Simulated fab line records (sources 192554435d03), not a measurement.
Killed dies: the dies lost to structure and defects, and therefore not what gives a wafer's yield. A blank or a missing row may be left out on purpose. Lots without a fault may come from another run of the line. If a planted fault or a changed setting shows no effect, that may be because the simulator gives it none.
What tool caused it? :: flow n5_finfet :: 9 lots, 27 wafers sampled, at 5 steps of a route of 1938

## WHAT THE GAUGES READ, wafer by wafer
N5_BEOL_M4_RC_MEAS_101.
lot: L416
measured: day 9 02:45
on: prober-01
REXT_N (ohm.um): 76.5 76.1 75.9

lot: L421
measured: day 10 09:23
on: prober-02
REXT_N (ohm.um): 156.2 158.5 156.4

lot: L422
measured: day 10 18:01
on: prober-01
REXT_N (ohm.um): 149.0 149.7 150.2

lot: L426
measured: day 11 07:54
on: prober-02
REXT_N (ohm.um): 76.1 77.1 76.8

lot: L427
measured: day 11 14:11
on: prober-02
REXT_N (ohm.um): 76.1 75.7 75.5

lot: L428
measured: day 11 14:03
on: prober-01
REXT_N (ohm.um): 77.0 76.3 77.1

lot: L431
measured: day 12 18:50
on: prober-02
REXT_N (ohm.um): 77.7 78.3 77.4

lot: L432
measured: day 12 16:58
on: prober-01
REXT_N (ohm.um): 75.6 75.0 74.3

lot: L434
measured: day 12 22:19
on: prober-02
REXT_N (ohm.um): 74.2 75.8 75.2

## WHAT TOOL EACH LOT RAN ON (gives the tool, then ch and the chambers of the sampled wafers, and finally the start)
lot: L416
N5_SD_EPI_N_ETCH_16: rie_diel-03 ch 0,1,3, day 3 16:06
N5_SD_EPI_N_STRIP_38: plasma_asher-01 ch 0,1, day 3 16:16
N5_SD_EPI_N_VAPOR_ETCH_50: epi_rpcvd-02 ch 0, day 3 16:59
N5_SD_EPI_N_LINER_46: ald_sin-02 ch 1,2,3, day 3 19:11

lot: L421
N5_SD_EPI_N_ETCH_16: rie_diel-01 ch 0,1,3, day 4 21:01
N5_SD_EPI_N_STRIP_38: plasma_asher-01 ch 1, day 4 21:11
N5_SD_EPI_N_VAPOR_ETCH_50: epi_rpcvd-03, day 4 21:55
N5_SD_EPI_N_LINER_46: ald_sin-04 ch 0,2, day 5 00:39

lot: L422
N5_SD_EPI_N_ETCH_16: rie_diel-03 ch 1,2, day 5 06:25
N5_SD_EPI_N_STRIP_38: plasma_asher-02 ch 0,1, day 5 06:35
N5_SD_EPI_N_VAPOR_ETCH_50: epi_rpcvd-03, day 5 07:22
N5_SD_EPI_N_LINER_46: ald_sin-04 ch 2,3, day 5 09:31

lot: L426
N5_SD_EPI_N_ETCH_16: rie_diel-04 ch 1,2,3, day 6 06:16
N5_SD_EPI_N_STRIP_38: plasma_asher-02 ch 0,1, day 6 06:26
N5_SD_EPI_N_VAPOR_ETCH_50: epi_rpcvd-02 ch 0, day 6 08:45
N5_SD_EPI_N_LINER_46: ald_sin-02 ch 0,3, day 6 12:20

lot: L427
N5_SD_EPI_N_ETCH_16: rie_diel-04 ch 0,2,3, day 6 09:35
N5_SD_EPI_N_STRIP_38: plasma_asher-01 ch 0,1, day 6 09:45
N5_SD_EPI_N_VAPOR_ETCH_50: epi_rpcvd-03 ch 0, day 6 10:38
N5_SD_EPI_N_LINER_46: ald_sin-02 ch 1,2,3, day 6 13:26

lot: L428
N5_SD_EPI_N_ETCH_16: rie_diel-01 ch 1,2, day 6 13:37
N5_SD_EPI_N_STRIP_38: plasma_asher-02 ch 0,1, day 6 13:48
N5_SD_EPI_N_VAPOR_ETCH_50: epi_rpcvd-03 ch 0, day 6 14:52
N5_SD_EPI_N_LINER_46: ald_sin-02 ch 0,3, day 6 17:41

lot: L431
N5_SD_EPI_N_ETCH_16: rie_diel-04 ch 1,2, day 7 13:59
N5_SD_EPI_N_STRIP_38: plasma_asher-01 ch 0,1, day 7 14:10
N5_SD_EPI_N_VAPOR_ETCH_50: epi_rpcvd-04 ch 0, day 7 15:09
N5_SD_EPI_N_LINER_46: ald_sin-04 ch 0,1,3, day 7 18:47

lot: L432
N5_SD_EPI_N_ETCH_16: rie_diel-04 ch 2,3, day 7 16:14
N5_SD_EPI_N_STRIP_38: plasma_asher-02 ch 0,1, day 7 16:24
N5_SD_EPI_N_VAPOR_ETCH_50: epi_rpcvd-03 ch 0, day 7 17:30
N5_SD_EPI_N_LINER_46: ald_sin-02 ch 0,1,2, day 7 20:19

lot: L434
N5_SD_EPI_N_ETCH_16: rie_diel-04 ch 1,2, day 8 05:41
N5_SD_EPI_N_STRIP_38: plasma_asher-02 ch 0, day 8 05:50
N5_SD_EPI_N_VAPOR_ETCH_50: epi_rpcvd-03 ch 0, day 8 06:43
N5_SD_EPI_N_LINER_46: ald_sin-01 ch 1,2,3, day 8 09:43
- N5_SD_EPI_N_ETCH_16: etches SiO2 in CHF3/O2, target depth 5 nm.
- N5_SD_EPI_N_STRIP_38: strips in N2/H2.
- N5_SD_EPI_N_VAPOR_ETCH_50: etches Si in HCl, time 54 s.
- N5_SD_EPI_N_LINER_46: material SiNx, target thk 3 nm.

## THE ANSWER, worked out from the rows above alone
Rule: usual is defined by the lots themselves. Put in order of their means at a reading, lots are off if they are a third of the lots or fewer, leave a main group of 4 or more, and stand apart from it by a gap of 3 or more times the standard deviation of the main group's means; of several such gaps the widest counts. A main group whose means are all the same, to the digits that the tables above print for the reading, isn't used. A lot without any number at a reading at which 4 lots or more have one is off too. All remaining lots with rows at the step are treated as sound.
Off: L421, L422, at N5_BEOL_M4_RC_MEAS_101 (REXT_N). The main group: mean 76.2 ohm.um, standard deviation 0.94.
A tool fits if, at a process step before that reading, it ran every lot that is off, and no sound lot after the first of them. Those tools and the gauges at N5_BEOL_M4_RC_MEAS_101 are tried in the same way. Of those tried, none fits.

## WHAT THE SIMULATOR PUT IN
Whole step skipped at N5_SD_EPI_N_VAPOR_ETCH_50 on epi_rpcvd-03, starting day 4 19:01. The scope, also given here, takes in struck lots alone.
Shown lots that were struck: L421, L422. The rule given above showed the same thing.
